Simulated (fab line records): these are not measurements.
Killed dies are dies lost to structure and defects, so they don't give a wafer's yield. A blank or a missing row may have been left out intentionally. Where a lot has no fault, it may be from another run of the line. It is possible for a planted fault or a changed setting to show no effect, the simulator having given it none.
Split-lot trial ; flow n5 finfet ; route with 1938 steps; 7 lots, 21 wafers read

SPLIT DETAILS
At N5_BEOL_M2_DESCUM_16 (chemistry O2, time 7 s), the setting time s was moved away from the recipe's 7 s on 9 of the 21 wafers read, by -21.1% to +18.8%. This setting was run at the recipe's value on the other wafers.

The reading comes from the split's own step.

THE READING
CAR-EUV_of_BEOL_M2_COAT_05.thk nm (the simulator's own value, which no gauge read), in nm, at N5_BEOL_M2_DESCUM_16 (chemistry O2, time 7 s). The file does not state a usual value for it. Average 26.1 nm, standard deviation 0.1 nm, over the 12 wafers here run with the recipe.

wafer;tool, chamber at the split;time s as run, s;against the recipe;CAR-EUV_of_BEOL_M2_COAT_05.thk nm, nm;against lot-mates on the recipe
L075.3;rie diel-02, 0,1;7;recipe;26.2;-
L075.6;rie diel-02, 0,1;7;recipe;26.2;-
L075.4;rie diel-02, 2;7.414;+5.9%;26;-0.2
L081.2;rie diel-06, 3;7;recipe;26;-
L081.3;rie diel-06, 0,3;8.318;+18.8%;25.4;-0.6
L081.4;rie diel-06, 0,3;8.318;+18.8%;25.4;-0.6
L083.2;rie diel-02, 1;7;recipe;26;-
L083.3;rie diel-02, 2;7;recipe;26.2;-
L083.5;rie diel-02, 3;6.188;-11.6%;26.6;+0.5
L087.1;rie diel-05, 0,3,2;7;recipe;26.2;-
L087.2;rie diel-05, 0,3,2;7;recipe;26.2;-
L087.5;rie diel-05, 0,3,2;7;recipe;26.2;-
L089.2;rie diel-02, 0,1,1;7;recipe;26;-
L089.3;rie diel-02, 0,1,1;7;recipe;26;-
L089.4;rie diel-02, 0,1,1;7;recipe;26;-
L091.3;rie diel-06, 1;7;recipe;26;-
L091.5;rie diel-06, 1,2;6.476;-7.5%;26.4;+0.4
L091.6;rie diel-06, 1,2;6.476;-7.5%;26.4;+0.4
L097.3;rie diel-02, 2,3,1;5.523;-21.1%;26.8;no lot-mate on the recipe
L097.4;rie diel-02, 2,3,1;5.523;-21.1%;26.8;no lot-mate on the recipe
L097.5;rie diel-02, 2,3,1;5.523;-21.1%;26.8;no lot-mate on the recipe
When a row names more than one chamber, that row covers several wafers, and the file does not tell which wafer ran in which chamber.

THE FIT
A straight line over all 21 wafers: CAR-EUV_of_BEOL_M2_COAT_05.thk nm changes by -0.035 nm for each +1% of time s; r = -0.97; the points scatter about the line by 0.089 nm.
The same after taking each lot's own level away (the mean of its wafers on the recipe; 18 wafers): -0.0364 nm for each +1%; r = -0.98; scatter 0.06 nm.
According to that fit, moving time s by its largest amount changes the reading by 0.77 nm.
From 26.00 to 26.20 nm: that is the span of the lots' own levels, equal to 2.0 times the standard deviation above.
So the lot-to-lot level changes the slope little: the two slopes agree.
Check: with one of the wafers moved furthest among these (+18.8%) left out of the fit, the line predicts -0.692 nm for it against its lot-mates. It came out at -0.6 nm against them.

FURTHER SPLITS ON THESE WAFERS
Before the reading, these wafers also passed through other splits. Each is held against what the fit with the lots' levels taken away leaves over:
other split on the same wafers;wafers away from the commonest value;r with CAR-EUV_of_BEOL_M2_COAT_05.thk nm (lot level and that fit taken away)
N5_BEOL_M0_SAQP_COAT_08 spin rpm;8;+0.41
N5_BEOL_M0_ETCH_109 bias w;12;+0.05

FILE'S OWN FIT
CAR-EUV_of_BEOL_M2_COAT_05.thk nm changes by -0.0367 nm for each +1% of time s, r = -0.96.
